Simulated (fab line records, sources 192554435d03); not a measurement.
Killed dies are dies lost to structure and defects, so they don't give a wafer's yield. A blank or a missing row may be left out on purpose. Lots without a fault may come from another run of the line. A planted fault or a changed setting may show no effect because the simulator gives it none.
Chamber matching | flow n5_finfet | N5_FIN_SAQP_PECVD_47 on pecvd-03: 3 sister chambers
The step deposits a-Si from SiH4/He, target thk 45 nm, time 36.3 s. 16 wafers are shown with their chamber, then 8 later ones without.

WAFERS WITH THEIR CHAMBER
wafer  | chamber | throttle_valve_pct (%) | showerhead_plenum_p_Torr (Torr) | heater_power_w (W)
L081.1 | 0       | 18.4                   | 5.70                            | 1007
L081.2 | 2       | 17.2                   | 5.61                            | 903
L081.3 | 1       | 20.0                   | 5.69                            | 814
L086.3 | 2       | 16.9                   | 5.61                            | 868
L086.4 | 1       | 20.0                   | 5.68                            | 860
L086.5 | 1       | 20.0                   | 5.69                            | 849
L087.1 | 2       | 17.0                   | 5.59                            | 831
L087.4 | 1       | 19.7                   | 5.69                            | 842
L087.5 | 0       | 18.8                   | 5.71                            | 996
L088.2 | 2       | 16.9                   | 5.61                            | 867
L088.3 | 1       | 19.9                   | 5.69                            | 821
L088.5 | 2       | 16.8                   | 5.61                            | 845
L090.1 | 0       | 18.9                   | 5.68                            | 936
L090.2 | 1       | 20.1                   | 5.70                            | 888
L090.3 | 2       | 16.8                   | 5.61                            | 834
L092.4 | 1       | 20.0                   | 5.69                            | 845

SIGNATURES (means of the wafers above)
reading                  | chamber 0 | chamber 1 | chamber 2 | scatter within a chamber
throttle_valve_pct       | 18.700    | 19.957    | 16.933    | 0.164
showerhead_plenum_p_Torr | 5.6967    | 5.6900    | 5.6067    | 0.00877
heater_power_w           | 979.67    | 845.57    | 858.00    | 28.1
Rule: a wafer's distance from a chamber is the root of the sum, over the readings, of the square of ((its reading less the chamber's mean) divided by the reading's scatter). The wafer belongs to the nearest chamber; if the next one is less than 2 further off, it can't be placed. The scatter: the root of (the sum of the squares of (reading less its chamber's mean) over the shown wafers, divided by (wafers less chambers)).

WAFERS WITHOUT THEIR CHAMBER
wafer  | throttle_valve_pct (%) | showerhead_plenum_p_Torr (Torr) | heater_power_w (W)
L092.5 | 18.8                   | 5.70                            | 927
L092.6 | 17.1                   | 5.60                            | 857
L093.1 | 17.2                   | 5.60                            | 847
L093.4 | 16.7                   | 5.61                            | 880
L093.6 | 19.8                   | 5.69                            | 836
L097.1 | 16.7                   | 5.62                            | 873
L097.3 | 20.1                   | 5.69                            | 857
L097.6 | 19.9                   | 5.68                            | 881

WHICH CHAMBER EACH WENT THROUGH
wafer  | from the rows above | in truth
L092.5 | 0                   | 0
L092.6 | 2                   | 2
L093.1 | 2                   | 2
L093.4 | 2                   | 2
L093.6 | 1                   | 1
L097.1 | 2                   | 2
L097.3 | 1                   | 1
L097.6 | 1                   | 1
Placed correctly: 8 of 8. Can't be placed from these rows: 0. Placed wrongly: 0.
